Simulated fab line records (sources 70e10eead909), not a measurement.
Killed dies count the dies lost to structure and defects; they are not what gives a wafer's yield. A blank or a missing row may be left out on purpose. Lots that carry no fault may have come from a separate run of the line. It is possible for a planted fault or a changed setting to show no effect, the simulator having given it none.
fab line records    flow nandHarc
[record] lots = 13  wafers = 39  lastDay = 25
route steps=1159 shown P_ZERO_WELL@46 P_GATE@119
lots that met no fault: from a run of the same line without faults
startH: the number of hours between the record's first day and the start of the first shown wafer of the lot    waitH: hours elapsed since this lot's preceding step    " identical to the entry in the row above    L1.1+2: several wafers, shown together as one row    - value missing, or start not given    * or withheld: withheld    < > ~ a bound
route shown NAME@n: a module of which the file shows steps, and the number in the route of the first    usual: the fault-free wafers' mean and standard deviation    same: alike in all rows    chamber/n: place in a boat    sites: the reading at each site    _std_site: standard deviation of those values    _edge_site: outer sites' mean less inner sites'    radiusMm: how far each site lies from the wafer's centre    mask NAME#n: copy n    behind: the tool/chamber that last shaped the wafer    hold: what put the lot on hold/how long, in hours/how the hold closed    device: whichever transistor did not switch (one of n, p or np)    end of line: the tests these same wafers got at the end of their route    a step without rows: its recipe alone    killed: dies that structure and defects cost at the first sort, which is not the same as the wafer's yield    map: the dies of a wafer, with x for killed, . for not killed, _ for no die there
set.NAME: the run value of the setting; set.NAME@STEP: its run value at that earlier step    model.NAME: the simulator's own value behind a step, which no gauge read
the route's steps for a sample of lots (tables are steps, rows are wafers)
services: from which hour (startH, from the record's first day; less than 0 if before it) a tool's chamber was out of use, for how many hours, and why
[[steps]]
[step NHARC_P_ZERO_WELL_DESCUM_39]
[recipe] timeS = 3  o2FlowSccm = 200  arFlowSccm = 0  biasPowerW = 0  chemistry = O2
[usual] drypumpMotorCurrentA = 5.9/0.45  oesProductAu = 1.000/0.0091  rfVppV = 57.9/0.89  showerheadPlenumPTorr = 1.94/0.079  throttleValvePct = 11.311/0.0081
lot.wafer  tool        chamber  startH  waitH  drypumpMotorCurrentA  oesProductAu  rfHoursCounterH  rfVppV  showerheadPlenumPTorr  throttleValvePct
L662.1     rieDiel-04  2        16.86   -      6.3                   0.998         6                57.8    1.93                   11.317
L662.5     "           0        "       "      6.1                   0.985         -                57.8    1.96                   11.293
L662.6     "           1        "       "      6.3                   1.000         -                56.0    1.96                   11.310
L665.4     rieDiel-07  1        34.45   -      5.8                   1.009         12               58.5    2.04                   11.315
L665.3     "           2        "       "      5.7                   0.991         11               56.9    1.80                   11.305
L665.6     "           3        "       "      5.4                   1.010         -                58.2    1.86                   11.298
L667.4     rieDiel-11  0        46.32   -      6.0                   1.010         1                57.3    2.02                   11.312
L667.6     "           1        "       "      6.6                   0.989         -                56.6    1.81                   11.321
L667.5     "           2        "       "      5.8                   1.005         -                57.0    1.93                   11.303
L668.2     rieDiel-11  2        52.35   -      5.9                   1.002         1                56.5    1.93                   11.307
L668.5     "           3        "       "      5.1                   1.003         -                59.2    2.06                   11.297
L668.6     "           0        "       "      6.0                   1.008         -                56.2    2.02                   11.310
L669.4     rieDiel-11  3        58.25   -      5.1                   1.000         1                57.6    2.06                   11.308
L669.1     "           0        "       "      6.1                   1.007         2                58.4    2.02                   11.308
L669.3     "           1        "       "      6.6                   1.007         2                57.4    1.81                   11.321
L670.2     rieDiel-11  2        64.29   -      5.9                   0.994         1                58.3    1.93                   11.313
L670.5     "           1        "       "      6.6                   1.002         -                57.9    1.81                   11.307
L670.6     "           2        "       "      5.9                   0.999         -                58.2    1.93                   11.314
L673.2     rieDiel-07  0        82.41   -      5.3                   1.013         2                58.1    1.98                   11.311
L673.3     "           1        "       "      5.9                   0.994         3                59.1    2.04                   11.313
L673.5     "           1        "       "      5.9                   0.988         -                58.4    2.04                   11.316
L674.3     rieDiel-11  2        88.32   -      5.9                   1.005         4                58.4    1.93                   11.303
L674.2     "           3        "       "      5.1                   1.008         4                59.2    2.06                   11.314
L674.1     "           1        "       "      6.6                   1.014         4                56.3    1.81                   11.308
L675.4     rieDiel-04  2        94.37   -      6.3                   1.009         11               57.7    1.93                   11.313
L675.1     "           0        "       "      6.1                   0.979         9                56.9    1.96                   11.316
L675.5     "           2        "       "      6.3                   1.006         -                57.3    1.93                   11.306
L676.1     rieDiel-04  1        100.38  -      6.3                   0.984         10               57.5    1.96                   11.317
L676.6     "           3        "       "      6.2                   0.994         -                55.9    1.97                   11.308
L676.5     "           0        "       "      6.1                   1.005         -                57.8    1.96                   11.318
L678.3     rieDiel-07  0        112.30  -      5.3                   1.004         6                59.1    1.98                   11.305
L678.5     "           2        "       "      5.7                   1.006         -                57.6    1.79                   11.303
L678.6     "           3        "       "      5.4                   1.004         -                57.0    1.86                   11.291
L679.1     rieDiel-07  2        118.41  -      5.7                   0.990         5                56.6    1.79                   11.304
L679.4     "           0        "       "      5.3                   1.007         6                58.0    1.98                   11.291
L679.6     "           1        "       "      5.8                   0.990         -                56.6    2.04                   11.316
L685.2     rieDiel-07  3        154.36  -      5.4                   1.008         9                57.3    1.86                   11.318
L685.3     "           1        "       "      5.8                   0.992         8                59.3    2.04                   11.313
L685.5     "           3        "       "      5.4                   0.995         -                57.7    1.86                   11.323
[step NHARC_P_GATE_EXPOSE_08]
[recipe] na = 0.6  doseMj = 16.75  maskId = P_HV
[usual] reticleTempC = 23.02/0.092
lot.wafer  tool           chamber  startH  waitH  mask     reticleTempC
L662.1     krfScanner-03  0        74.82   -      P_HV#0   23.13
L662.5     "              0        "       "      P_HV#0   22.98
L662.6     "              0        "       "      P_HV#0   22.96
L665.3     krfScanner-03  0        92.67   -      P_HV#0   23.12
L665.4     "              0        "       "      P_HV#0   23.09
L665.6     "              0        "       "      P_HV#0   23.00
L667.4     krfScanner-03  0        100.99  -      P_HV#0   22.93
L667.5     "              0        "       "      P_HV#0   22.94
L667.6     "              0        "       "      P_HV#0   22.89
L668.2     krfScanner-04  0        108.91  -      P_HV#0   23.09
L668.5     "              0        "       "      P_HV#0   23.10
L668.6     "              0        "       "      P_HV#0   22.87
L669.1     krfScanner-03  0        109.07  -      P_HV#0   22.93
L669.3     "              0        "       "      P_HV#0   22.93
L669.4     "              0        "       "      P_HV#0   23.10
L670.2     krfScanner-01  0        124.92  -      P_HV#0   23.07
L670.5     "              0        "       "      P_HV#0   22.93
L670.6     "              0        "       "      P_HV#0   23.18
L673.2     krfScanner-04  0        145.53  -      P_HV#0   23.01
L673.3     "              0        "       "      P_HV#0   23.00
L673.5     "              0        "       "      P_HV#0   23.10
L674.1     krfScanner-03  0        152.30  -      P_HV#0   23.08
L674.2     "              0        "       "      P_HV#0   23.06
L674.3     "              0        "       "      P_HV#0   23.03
L675.1     krfScanner-01  0        160.04  -      P_HV#0   23.08
L675.4     "              0        "       "      P_HV#0   23.13
L675.5     "              0        "       "      P_HV#0   22.89
L676.1     krfScanner-01  0        160.07  -      P_HV#0   23.08
L676.5     "              0        "       "      P_HV#0   23.12
L676.6     "              0        "       "      P_HV#0   22.99
L678.3     krfScanner-03  0        169.65  -      P_PSD#0  22.91
L678.5     "              0        "       "      P_PSD#0  23.11
L678.6     "              0        "       "      P_PSD#0  23.03
L679.1     krfScanner-01  0        182.03  -      P_HV#0   23.08
L679.4     "              0        "       "      P_HV#0   23.02
L679.6     "              0        "       "      P_HV#0   22.89
L685.2     krfScanner-04  0        212.66  -      P_HV#0   22.93
L685.3     "              0        "       "      P_HV#0   22.90
L685.5     "              0        "       "      P_HV#0   23.15
[step NHARC_P_GATE_CD_MEAS_11]
[recipe] targetCdNm = 1640  landingEnergyEv = 500
[usual] cdNm = 1641.0/1.7
lot.wafer  tool      chamber  startH  waitH  cdNm
L662.1     cdSem-01  0        74.97   -      1639.2
L662.5     "         0        "       "      1637.8
L662.6     "         0        "       "      1640.0
L665.3     cdSem-02  0        92.83   -      1641.7
L665.4     "         0        "       "      1636.3
L665.6     "         0        "       "      1640.3
L667.4     cdSem-01  0        101.14  -      1638.5
L667.5     "         0        "       "      1640.6
L667.6     "         0        "       "      1638.8
L668.2     cdSem-01  0        109.07  -      1639.0
L668.5     "         0        "       "      1639.1
L668.6     "         0        "       "      1641.5
L669.1     cdSem-03  0        109.22  -      1642.5
L669.3     "         0        "       "      1638.2
L669.4     "         0        "       "      1643.6
L670.2     cdSem-01  0        125.07  -      1642.4
L670.5     "         0        "       "      1643.4
L670.6     "         0        "       "      1642.4
L673.2     cdSem-03  0        145.68  -      1638.1
L673.3     "         0        "       "      1641.5
L673.5     "         0        "       "      1639.4
L674.1     cdSem-03  0        152.46  -      1640.3
L674.2     "         0        "       "      1641.7
L674.3     "         0        "       "      1638.6
L675.1     cdSem-03  0        160.19  -      1642.5
L675.4     "         0        "       "      1642.2
L675.5     "         0        "       "      1640.9
L676.1     cdSem-01  0        160.23  -      1643.8
L676.5     "         0        "       "      1642.2
L676.6     "         0        "       "      1641.9
L678.3     cdSem-03  0        169.80  -      -
L678.5     "         0        "       "      -
L678.6     "         0        "       "      -
L679.1     cdSem-03  0        182.18  -      1645.0
L679.4     "         0        "       "      1642.5
L679.6     "         0        "       "      1641.6
L685.2     cdSem-02  0        212.81  -      1642.6
L685.3     "         0        "       "      1643.5
L685.5     "         0        "       "      1642.2
[step NHARC_P_GATE_STRIP_76]
[recipe] powerW = 1500  tempC = 250  chemistry = O2
[usual] drypumpMotorCurrentA = 5.9/0.52  heaterPowerW = 329/40  tempC = 250.02/0.16
lot.wafer  tool            chamber  startH  waitH  drypumpMotorCurrentA  heaterPowerW  rfHoursCounterH  tempC
L662.1     plasmaAsher-02  1        104.64  0.2    5.9                   363           30               250.00
L662.5     "               1        "       "      5.9                   347           -                250.05
L662.6     "               0        "       "      5.2                   267           -                250.11
L665.4     plasmaAsher-02  0        122.49  0.2    5.2                   262           -                250.29
L665.3     "               1        "       "      6.0                   358           -                250.17
L665.6     "               1        "       "      5.9                   360           -                249.92
L667.4     plasmaAsher-02  0        130.35  0.2    5.2                   261           -                250.02
L667.6     "               0        "       "      5.2                   261           -                250.05
L667.5     "               1        "       "      6.0                   360           -                250.15
L669.1     plasmaAsher-01  1        139.33  0.2    6.3                   337           11               249.96
L669.3     "               0        "       "      6.5                   371           -                250.10
L669.4     "               1        "       "      6.3                   343           -                249.86
L668.2     plasmaAsher-02  0        140.51  0.2    5.2                   259           43               249.62
L668.6     "               0        "       "      5.1                   269           -                250.18
L668.5     "               1        "       "      6.0                   358           -                250.12
L670.2     plasmaAsher-02  1        153.94  0.2    6.0                   353           47               250.17
L670.6     "               0        "       "      5.2                   265           -                250.13
L670.5     "               1        "       "      6.0                   368           -                250.32
L673.2     plasmaAsher-02  0        176.97  0.2    5.1                   264           55               250.11
L673.3     "               1        "       "      5.9                   371           -                250.01
L673.5     "               1        "       "      5.9                   356           -                249.81
L674.2     plasmaAsher-02  1        181.10  0.2    6.0                   350           57               249.89
L674.1     "               0        "       "      5.2                   266           57               249.90
L674.3     "               1        "       "      6.0                   352           -                250.05
L675.1     plasmaAsher-01  1        189.29  0.2    6.3                   349           27               249.94
L675.4     "               1        "       "      6.3                   341           -                250.20
L675.5     "               1        "       "      6.3                   347           -                250.14
L676.1     plasmaAsher-01  0        190.68  0.2    6.5                   352           28               250.04
L676.6     "               0        "       "      6.5                   365           -                249.97
L676.5     "               1        "       "      6.3                   344           -                250.05
L678.3     plasmaAsher-02  0        199.02  0.1    5.2                   277           -                249.84
L678.6     "               1        "       "      6.0                   350           -                249.97
L678.5     "               0        "       "      5.2                   269           -                249.95
L679.1     plasmaAsher-01  0        211.47  0.2    6.5                   366           36               249.90
L679.4     "               1        "       "      6.3                   348           -                249.95
L679.6     "               0        "       "      6.5                   366           -                250.14
L685.2     plasmaAsher-01  0        241.72  0.2    6.5                   350           46               249.78
L685.3     "               1        "       "      6.3                   345           -                250.24
L685.5     "               1        "       "      6.3                   340           -                250.04
[step NHARC_P_GATE_CD_MEAS_91]
[recipe] targetCdNm = 2000  landingEnergyEv = 500
[usual] cdNm = 2000.3/2
lot.wafer  tool      chamber  startH  waitH  cdNm
L662.1     cdSem-03  0        105.58  -      1999.2
L662.5     "         0        "       "      1998.2
L662.6     "         0        "       "      1997.2
L665.3     cdSem-03  0        123.26  -      2002.5
L665.4     "         0        "       "      2003.4
L665.6     "         0        "       "      2001.3
L667.4     cdSem-01  0        131.25  -      2001.8
L667.5     "         0        "       "      2003.3
L667.6     "         0        "       "      2001.6
L669.1     cdSem-03  0        140.25  -      1999.2
L669.3     "         0        "       "      1996.6
L669.4     "         0        "       "      2000.1
L668.2     cdSem-03  0        141.31  -      1999.8
L668.5     "         0        "       "      2000.2
L668.6     "         0        "       "      1998.6
L670.2     cdSem-03  0        154.85  -      1999.2
L670.5     "         0        "       "      2002.2
L670.6     "         0        "       "      1999.6
L673.2     cdSem-01  0        177.75  -      2001.0
L673.3     "         0        "       "      1999.8
L673.5     "         0        "       "      1997.6
L674.1     cdSem-01  0        182.02  -      1998.8
L674.2     "         0        "       "      2002.6
L674.3     "         0        "       "      2000.8
L675.1     cdSem-02  0        190.07  -      1996.5
L675.4     "         0        "       "      1999.8
L675.5     "         0        "       "      2000.3
L676.1     cdSem-02  0        191.61  -      2001.4
L676.5     "         0        "       "      2001.8
L676.6     "         0        "       "      2000.6
L678.3     cdSem-02  0        199.91  -      1999.5
L678.5     "         0        "       "      2000.0
L678.6     "         0        "       "      2001.5
L679.1     cdSem-01  0        212.37  -      2004.9
L679.4     "         0        "       "      2003.2
L679.6     "         0        "       "      2001.8
L685.2     cdSem-03  0        242.54  -      2000.8
L685.3     "         0        "       "      2001.1
L685.5     "         0        "       "      2001.7
[[services]]
tool            chamber  startH  hours  kind
rieDiel-11      3        -0.68   14.5   repair
krfScanner-03   -        -0.13   4.0    pm
rieDiel-07      0        1.52    4.7    repair
plasmaAsher-02  -        6.00    9.0    pm
rieDiel-11      -        12.50   9.0    pm
plasmaAsher-01  -        41.21   2.8    repair
rieDiel-07      -        51.20   9.0    pm
rieDiel-04      -        64.82   1.5    repair
plasmaAsher-02  -        73.25   1.6    repair
rieDiel-11      0        74.20   17.4   repair
krfScanner-01   -        84.00   4.0    pm
rieDiel-04      -        95.59   0.5    repair
plasmaAsher-01  -        99.26   9.0    pm
krfScanner-03   -        101.11  0.6    repair
rieDiel-04      -        111.92  9.0    pm
rieDiel-11      0        124.39  23.1   repair
rieDiel-07      0        144.38  1.3    repair
krfScanner-01   -        146.33  1.7    repair
krfScanner-03   -        171.87  4.0    pm
plasmaAsher-02  -        183.34  9.0    pm
rieDiel-11      -        189.50  9.0    pm
rieDiel-11      1        208.11  3.8    repair
rieDiel-07      -        228.20  9.0    pm
rieDiel-11      1        238.23  3.3    repair
[[key]]
[firstSign] step = NHARC_P_GATE_EXPOSE_08  reading = mask  direction = changed
[effect] step = NHARC_P_GATE_CD_MEAS_11  reading = cdNm  direction = missing
metAt NHARC_P_GATE_EXPOSE_08
struckLots L678
laterRowsLeftOut L678.3,L678.5,L678.6
sortLeftOut L678.3,L678.5,L678.6
testerLeftOut L678
notActingAt NHARC_P_ZERO_WELL_DESCUM_39,NHARC_P_GATE_STRIP_76,NHARC_P_GATE_CD_MEAS_91
onsetBetween 152.30 169.65
[fault] kind = wrongMask  tool = any  chamber = -  onsetH = 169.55  steps = NHARC_P_GATE_EXPOSE_08  auxCopy = P_PSD#0  scope = struckLotsOnly
// testerLeftOut: of these lots the tester's yield and bins aren't shown, on N5 and GAA mostly nor the transistor test; their killed dies are dies lost to structure and defects alone, not to doping, threshold or leakage, so they don't give the yield
// sortLeftOut: the simulated sort isn't trusted on such a fault, so these wafers' sort isn't shown, and their yield isn't known
// laterRowsLeftOut: the simulator's readings of these wafers behind a module that went badly wrong aren't trusted and aren't shown, but for the sort
